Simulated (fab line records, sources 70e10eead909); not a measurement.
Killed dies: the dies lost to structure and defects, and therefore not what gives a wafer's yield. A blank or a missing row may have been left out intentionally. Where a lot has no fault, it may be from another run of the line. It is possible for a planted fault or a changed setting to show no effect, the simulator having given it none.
Chamber matching :: flow nandHarc :: NHARC_A_M1_DEP_33 on pecvd-02: 3 sister chambers
The step deposits SiCN, target thk 30 nm. 3 wafers are shown with their chamber, then 8 later ones without.

== WAFERS PAIRED WITH THEIR CHAMBERS ==
wafer: L164.1
chamber: 0
heaterPowerOuterW (W): 395

wafer: L164.6
chamber: 1
heaterPowerOuterW (W): 323

wafer: L163.1
chamber: 2
heaterPowerOuterW (W): 293

== WAFERS WHOSE CHAMBER IS MISSING ==
wafer: L163.4
heaterPowerOuterW (W): 449

wafer: L163.5
heaterPowerOuterW (W): 293

wafer: L165.1
heaterPowerOuterW (W): 301

wafer: L165.3
heaterPowerOuterW (W): 437

wafer: L165.6
heaterPowerOuterW (W): 440

wafer: L169.1
heaterPowerOuterW (W): 477

wafer: L169.2
heaterPowerOuterW (W): 266

wafer: L169.6
heaterPowerOuterW (W): 266

== CHAMBER TAKEN BY EACH ==
wafer: L163.4
from the rows above: can't be placed: 0 or 1
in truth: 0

wafer: L163.5
from the rows above: can't be placed: 2 or 1
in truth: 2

wafer: L165.1
from the rows above: can't be placed: 2 or 1 or 0
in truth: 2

wafer: L165.3
from the rows above: can't be placed: 0 or 1
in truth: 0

wafer: L165.6
from the rows above: can't be placed: 0 or 1
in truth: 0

wafer: L169.1
from the rows above: can't be placed: 0 or 1
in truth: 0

wafer: L169.2
from the rows above: can't be placed: 2 or 1
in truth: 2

wafer: L169.6
from the rows above: can't be placed: 2 or 1
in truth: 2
0 of 8 placed correctly. Not placeable from these rows: 8 (in 8, the candidates include the true chamber). Number placed wrongly: 0.
How it was worked out, from the rows above alone: a wafer's distance from a chamber is the root of the sum, over the readings, of the square of ((its reading less the chamber's mean) divided by the reading's scatter). If the next closest chamber is less than 2 further off than the closest, the wafer can't be placed; otherwise it belongs to the closest. For every chamber, the mean is computed from those of its wafers that are shown. The scatter: root of mean squared gap, hidden wafer to nearest shown wafer, with one shown wafer a chamber.
